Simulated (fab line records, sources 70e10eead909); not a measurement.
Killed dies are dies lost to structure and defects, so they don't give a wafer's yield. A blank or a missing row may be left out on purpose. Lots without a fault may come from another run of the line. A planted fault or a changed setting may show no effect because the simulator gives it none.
Which tool did it? | flow nand_harc | 24 lots, 72 wafers sampled, at 2 steps of a route of 1302

WHAT THE GAUGES READ, wafer by wafer
NHARC_A_CHANNEL_HOLE_D2_CD_MEAS_31.
lot  | measured     | on        | cd_nm (nm)
L074 | day 13 11:09 | cd_sem-01 | 94.0 92.5 89.8
L075 | day 13 18:07 | cd_sem-02 | 88.8 88.9 90.0
L076 | day 14 05:03 | cd_sem-02 | 91.8 90.6 94.8
L077 | day 14 23:00 | cd_sem-02 | 91.6 88.9 88.2
L078 | day 14 23:14 | cd_sem-02 | 90.6 89.6 90.9
L079 | day 15 15:11 | cd_sem-02 | 87.8 90.4 88.3
L080 | day 16 09:13 | cd_sem-02 | 88.5 87.1 88.5
L081 | day 16 08:29 | cd_sem-01 | 90.9 90.3 90.7
L082 | day 16 12:40 | cd_sem-03 | 90.1 91.3 88.9
L083 | day 17 05:48 | cd_sem-01 | 91.9 90.0 89.2
L084 | day 17 14:25 | cd_sem-02 | 91.6 89.3 89.7
L085 | day 17 22:44 | cd_sem-02 | 91.3 90.5 88.9
L087 | day 18 06:44 | cd_sem-02 | 89.9 89.3 90.0
L086 | day 18 08:51 | cd_sem-01 | 91.0 89.9 90.3
L088 | day 20 05:23 | cd_sem-02 | 89.7 90.9 87.8
L089 | day 20 08:14 | cd_sem-03 | 88.4 89.3 90.4
L090 | day 20 12:34 | cd_sem-01 | 90.1 90.2 90.8
L091 | day 20 16:43 | cd_sem-02 | 89.3 87.4 88.6
L094 | day 21 11:21 | cd_sem-02 | 89.2 89.7 90.2
L092 | day 21 11:32 | cd_sem-03 | 91.3 92.2 92.0
L093 | day 21 15:32 | cd_sem-03 | 90.3 89.6 88.6
L096 | day 22 08:16 | cd_sem-01 | 88.8 88.6 89.5
L095 | day 22 10:16 | cd_sem-03 | 89.4 88.7 87.9
L097 | day 22 16:57 | cd_sem-02 | 87.7 87.6 88.4

WHICH TOOL RAN EACH LOT (tool, then ch and the chambers of the sampled wafers, then the start)
lot  | NHARC_A_CHANNEL_HOLE_D2_ETCH_19
L074 | har_etch-02 ch 0,1, day 13 05:29
L075 | har_etch-01 ch 0,1, day 13 12:35
L076 | har_etch-01 ch 0,1, day 13 23:32
L077 | har_etch-02 ch 0,1, day 14 17:29
L078 | har_etch-01 ch 0,1, day 14 17:46
L079 | har_etch-02 ch 0,1, day 15 09:32
L080 | har_etch-02 ch 0, day 15 23:37
L081 | har_etch-01 ch 0,1, day 16 02:58
L082 | har_etch-01 ch 0,1, day 16 07:10
L083 | har_etch-01 ch 0,1, day 17 00:17
L084 | har_etch-01 ch 0, day 17 08:56
L085 | har_etch-01 ch 0,1, day 17 17:13
L087 | har_etch-01 ch 0,1, day 18 01:13
L086 | har_etch-02 ch 0,1, day 18 03:19
L088 | har_etch-01 ch 0,1, day 19 23:44
L089 | har_etch-02 ch 0,1, day 20 02:46
L090 | har_etch-02 ch 0,1, day 20 06:53
L091 | har_etch-02 ch 0,1, day 20 11:03
L094 | har_etch-01 ch 0, day 21 05:51
L092 | har_etch-02 ch 0,1, day 21 05:59
L093 | har_etch-01 ch 0,1, day 21 10:04
L096 | har_etch-02 ch 0,1, day 22 02:37
L095 | har_etch-01 ch 0,1, day 22 04:38
L097 | har_etch-02 ch 0,1, day 22 10:58
- NHARC_A_CHANNEL_HOLE_D2_ETCH_19: etches the open film in C4F8/O2/Ar, time 34.5 s.

WHAT THE TOOLS THEMSELVES READ (means of the sampled wafers that have a number; where no wafer has one, the mark that the record gives instead)
NHARC_A_CHANNEL_HOLE_D2_ETCH_19.
lot  | tool        | drypump_motor_current_A (A) | he_backside_leak_sccm (sccm) | showerhead_plenum_p_Torr (Torr) | throttle_valve_pct (%)
L074 | har_etch-02 | 5.1                         | 6.4                          | 3.74                            | 37.041
L075 | har_etch-01 | 5.9                         | 6.3                          | 3.72                            | 37.037
L076 | har_etch-01 | 5.9                         | 5.7                          | 3.73                            | 37.035
L077 | har_etch-02 | 4.9                         | 6.6                          | 3.70                            | 37.041
L078 | har_etch-01 | 6.0                         | 5.9                          | 3.71                            | 37.035
L079 | har_etch-02 | 5.0                         | 6.6                          | 3.72                            | 37.045
L080 | har_etch-02 | 4.8                         | 6.7                          | 3.65                            | 37.037
L081 | har_etch-01 | 6.0                         | 6.1                          | 3.70                            | 37.037
L082 | har_etch-01 | 5.8                         | 5.8                          | 3.71                            | 37.042
L083 | har_etch-01 | 5.8                         | 5.9                          | 3.70                            | 37.040
L084 | har_etch-01 | 5.7                         | 5.7                          | 3.71                            | 37.038
L085 | har_etch-01 | 5.8                         | 6.1                          | 3.69                            | 37.031
L087 | har_etch-01 | 5.8                         | 5.8                          | 3.69                            | 37.038
L086 | har_etch-02 | 5.1                         | 5.5                          | 3.83                            | 37.039
L088 | har_etch-01 | 6.0                         | 6.3                          | 3.67                            | 37.027
L089 | har_etch-02 | 5.0                         | 5.3                          | 3.81                            | 37.032
L090 | har_etch-02 | 5.0                         | 5.3                          | 3.81                            | 37.038
L091 | har_etch-02 | 5.0                         | 5.6                          | 3.81                            | 37.029
L094 | har_etch-01 | 5.7                         | 6.1                          | 3.68                            | 37.040
L092 | har_etch-02 | 4.9                         | 5.7                          | 3.88                            | 37.045
L093 | har_etch-01 | 5.8                         | 6.0                          | 3.66                            | 37.033
L096 | har_etch-02 | 4.9                         | 5.6                          | 3.87                            | 37.030
L095 | har_etch-01 | 6.0                         | 6.2                          | 3.65                            | 37.038
L097 | har_etch-02 | 5.1                         | 5.7                          | 3.79                            | 37.036

THE ANSWER, worked out from the rows above alone
Rule: what is usual is taken from the lots themselves. Put in order of their means at a reading, lots are off if they are a third of the lots or fewer, leave a main group of 4 or more, and stand apart from it by a gap of 3 or more times the standard deviation of the main group's means; of several such gaps the widest counts. A main group whose means are all the same, to the digits that the tables above print for the reading, isn't used. A lot without any number at a reading at which 4 lots or more have one is off too. The other lots that the step has rows for count as sound. The gauges are gone through in route order, then the tools' own readings, and for those a lot's mean is taken as printed above. The first step at which some lot is off is used, and at that step the reading that is off furthest; a lot without a number counts as furthest.
No lot is off at any reading shown: from this, nothing can be told.

WHAT THE SIMULATOR HAD PUT IN
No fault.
